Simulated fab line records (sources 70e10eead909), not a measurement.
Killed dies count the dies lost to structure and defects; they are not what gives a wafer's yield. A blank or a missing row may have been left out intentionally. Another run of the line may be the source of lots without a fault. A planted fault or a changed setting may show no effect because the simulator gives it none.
Matching of chambers || flow nand-harc || NHARC_P_CONTACT_DESCUM_17 on rie-diel-03: 4 sister chambers
The step chemistry O2, time 3 s. 18 wafers are shown with their chamber, then 9 later ones without.

## WAFERS WITH THEIR CHAMBER
{"wafer": "L076.2", "chamber": 2, "drypump-motor-current-A (A)": 5.57, "rf-vpp-V (V)": 57.0, "throttle-valve-pct (%)": 11.301}
{"wafer": "L076.3", "chamber": 1, "drypump-motor-current-A (A)": 5.74, "rf-vpp-V (V)": 57.2, "throttle-valve-pct (%)": 11.298}
{"wafer": "L076.6", "chamber": 0, "drypump-motor-current-A (A)": 5.74, "rf-vpp-V (V)": 57.1, "throttle-valve-pct (%)": 11.315}
{"wafer": "L077.1", "chamber": 3, "drypump-motor-current-A (A)": 5.62, "rf-vpp-V (V)": 56.8, "throttle-valve-pct (%)": 11.299}
{"wafer": "L077.3", "chamber": 2, "drypump-motor-current-A (A)": 5.57, "rf-vpp-V (V)": 59.7, "throttle-valve-pct (%)": 11.305}
{"wafer": "L077.4", "chamber": 0, "drypump-motor-current-A (A)": 5.75, "rf-vpp-V (V)": 56.9, "throttle-valve-pct (%)": 11.321}
{"wafer": "L077.2", "chamber": 1, "drypump-motor-current-A (A)": 5.72, "rf-vpp-V (V)": 57.7, "throttle-valve-pct (%)": 11.307}
{"wafer": "L077.5", "chamber": 0, "drypump-motor-current-A (A)": 5.75, "rf-vpp-V (V)": 56.9, "throttle-valve-pct (%)": 11.304}
{"wafer": "L077.6", "chamber": 3, "drypump-motor-current-A (A)": 5.64, "rf-vpp-V (V)": 57.1, "throttle-valve-pct (%)": 11.313}
{"wafer": "L081.1", "chamber": 2, "drypump-motor-current-A (A)": 5.57, "rf-vpp-V (V)": 58.7, "throttle-valve-pct (%)": 11.317}
{"wafer": "L081.3", "chamber": 1, "drypump-motor-current-A (A)": 5.76, "rf-vpp-V (V)": 57.4, "throttle-valve-pct (%)": 11.317}
{"wafer": "L081.6", "chamber": 2, "drypump-motor-current-A (A)": 5.57, "rf-vpp-V (V)": 56.6, "throttle-valve-pct (%)": 11.309}
{"wafer": "L084.1", "chamber": 2, "drypump-motor-current-A (A)": 5.56, "rf-vpp-V (V)": 57.4, "throttle-valve-pct (%)": 11.324}
{"wafer": "L084.2", "chamber": 1, "drypump-motor-current-A (A)": 5.76, "rf-vpp-V (V)": 57.6, "throttle-valve-pct (%)": 11.300}
{"wafer": "L084.4", "chamber": 3, "drypump-motor-current-A (A)": 5.70, "rf-vpp-V (V)": 57.9, "throttle-valve-pct (%)": 11.312}
{"wafer": "L087.1", "chamber": 2, "drypump-motor-current-A (A)": 5.57, "rf-vpp-V (V)": 57.7, "throttle-valve-pct (%)": 11.333}
{"wafer": "L087.2", "chamber": 0, "drypump-motor-current-A (A)": 5.75, "rf-vpp-V (V)": 57.8, "throttle-valve-pct (%)": 11.304}
{"wafer": "L087.3", "chamber": 1, "drypump-motor-current-A (A)": 5.75, "rf-vpp-V (V)": 57.5, "throttle-valve-pct (%)": 11.304}

SIGNATURES (averages over the wafers above)
{"reading": "drypump-motor-current-A", "chamber 0": 5.7475, "chamber 1": 5.7460, "chamber 2": 5.5683, "chamber 3": 5.6533, "scatter within a chamber": 0.0184}
{"reading": "rf-vpp-V", "chamber 0": 57.175, "chamber 1": 57.480, "chamber 2": 57.850, "chamber 3": 57.267, "scatter within a chamber": 0.756}
{"reading": "throttle-valve-pct", "chamber 0": 11.31100, "chamber 1": 11.30520, "chamber 2": 11.31483, "chamber 3": 11.30800, "scatter within a chamber": 0.00963}
Rule: a wafer's distance from a chamber is the root of the sum, over the readings, of the square of ((its reading less the chamber's mean) divided by the reading's scatter). The wafer belongs to the nearest chamber; if the next one is less than 2 further off, it can't be placed. How the scatter is found: for the shown wafers, subtract from each reading the mean of its chamber, square and add these, divide the total by (wafers less chambers), then take the root.

## WAFERS MISSING THEIR CHAMBER
{"wafer": "L088.1", "drypump-motor-current-A (A)": 5.67, "rf-vpp-V (V)": 57.1, "throttle-valve-pct (%)": 11.330}
{"wafer": "L088.2", "drypump-motor-current-A (A)": 5.58, "rf-vpp-V (V)": 58.4, "throttle-valve-pct (%)": 11.313}
{"wafer": "L088.3", "drypump-motor-current-A (A)": 5.74, "rf-vpp-V (V)": 58.9, "throttle-valve-pct (%)": 11.315}
{"wafer": "L094.3", "drypump-motor-current-A (A)": 5.56, "rf-vpp-V (V)": 58.8, "throttle-valve-pct (%)": 11.314}
{"wafer": "L094.4", "drypump-motor-current-A (A)": 5.68, "rf-vpp-V (V)": 58.0, "throttle-valve-pct (%)": 11.308}
{"wafer": "L094.6", "drypump-motor-current-A (A)": 5.65, "rf-vpp-V (V)": 55.9, "throttle-valve-pct (%)": 11.316}
{"wafer": "L097.3", "drypump-motor-current-A (A)": 5.75, "rf-vpp-V (V)": 58.6, "throttle-valve-pct (%)": 11.322}
{"wafer": "L097.4", "drypump-motor-current-A (A)": 5.57, "rf-vpp-V (V)": 58.9, "throttle-valve-pct (%)": 11.320}
{"wafer": "L097.6", "drypump-motor-current-A (A)": 5.56, "rf-vpp-V (V)": 58.3, "throttle-valve-pct (%)": 11.302}

## EACH ONE'S CHAMBER
{"wafer": "L088.1", "from the rows above": 3, "in truth": 3}
{"wafer": "L088.2", "from the rows above": 2, "in truth": 2}
{"wafer": "L088.3", "from the rows above": "can't be placed: 1 or 0", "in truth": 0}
{"wafer": "L094.3", "from the rows above": 2, "in truth": 2}
{"wafer": "L094.4", "from the rows above": "can't be placed: 3 or 1", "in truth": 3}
{"wafer": "L094.6", "from the rows above": 3, "in truth": 3}
{"wafer": "L097.3", "from the rows above": "can't be placed: 0 or 1", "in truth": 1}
{"wafer": "L097.4", "from the rows above": 2, "in truth": 2}
{"wafer": "L097.6", "from the rows above": 2, "in truth": 2}
6 of 9 placed correctly. Unplaceable from these rows: 3, with the true chamber sitting among the candidates in 3. Placed wrongly: 0.
